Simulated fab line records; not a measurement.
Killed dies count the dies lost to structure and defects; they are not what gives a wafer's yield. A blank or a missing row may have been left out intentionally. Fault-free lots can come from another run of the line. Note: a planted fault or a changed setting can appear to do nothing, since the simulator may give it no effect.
Chamber matching + flow nand-harc + pecvd-04 running NHARC_THIN_TSV_DEP_43: 3 sister chambers
The step deposits SiO2, target thk 1328.5 nm. 6 wafers are shown with their chamber, then 7 later ones without.

== WAFERS, EACH WITH ITS CHAMBER ==
| wafer  | chamber | showerhead-vpp-V (V) | throttle-valve-pct (%) |
|--------|---------|----------------------|------------------------|
| L087.5 | 1       | 1924                 | 16.2                   |
| L086.1 | 1       | 1970                 | 16.2                   |
| L086.2 | 0       | 1883                 | 15.7                   |
| L086.6 | 2       | 1912                 | 15.1                   |
| L090.2 | 2       | 1897                 | 15.4                   |
| L090.3 | 0       | 1892                 | 15.7                   |

== WAFERS MISSING THEIR CHAMBER ==
| wafer  | showerhead-vpp-V (V) | throttle-valve-pct (%) |
|--------|----------------------|------------------------|
| L090.5 | 1884                 | 15.8                   |
| L093.1 | 1911                 | 15.8                   |
| L093.3 | 1930                 | 15.8                   |
| L093.4 | 1873                 | 15.4                   |
| L094.2 | 1944                 | 16.6                   |
| L094.5 | 1966                 | 16.5                   |
| L094.6 | 1890                 | 15.5                   |

== EACH ONE'S CHAMBER ==
| wafer  | from the rows above     | in truth |
|--------|-------------------------|----------|
| L090.5 | 0                       | 0        |
| L093.1 | 0                       | 0        |
| L093.3 | can't be placed: 0 or 1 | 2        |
| L093.4 | can't be placed: 2 or 0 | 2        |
| L094.2 | 1                       | 1        |
| L094.5 | 1                       | 1        |
| L094.6 | can't be placed: 0 or 2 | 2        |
Placed correctly: 4 of 7. Can't be placed from these rows: 3 (the true chamber is among the candidates in 2). Placed wrongly: 0.
How it was worked out, from the rows above alone: a wafer's distance from a chamber is the root of the sum, over the readings, of the square of ((its reading less the chamber's mean) divided by the reading's scatter). If the next closest chamber is less than 2 further off than the closest, the wafer can't be placed; otherwise it belongs to the closest. For every chamber, the mean is computed from those of its wafers that are shown. How the scatter is found: for the shown wafers, subtract from each reading the mean of its chamber, square and add these, divide the total by (wafers less chambers), then take the root.
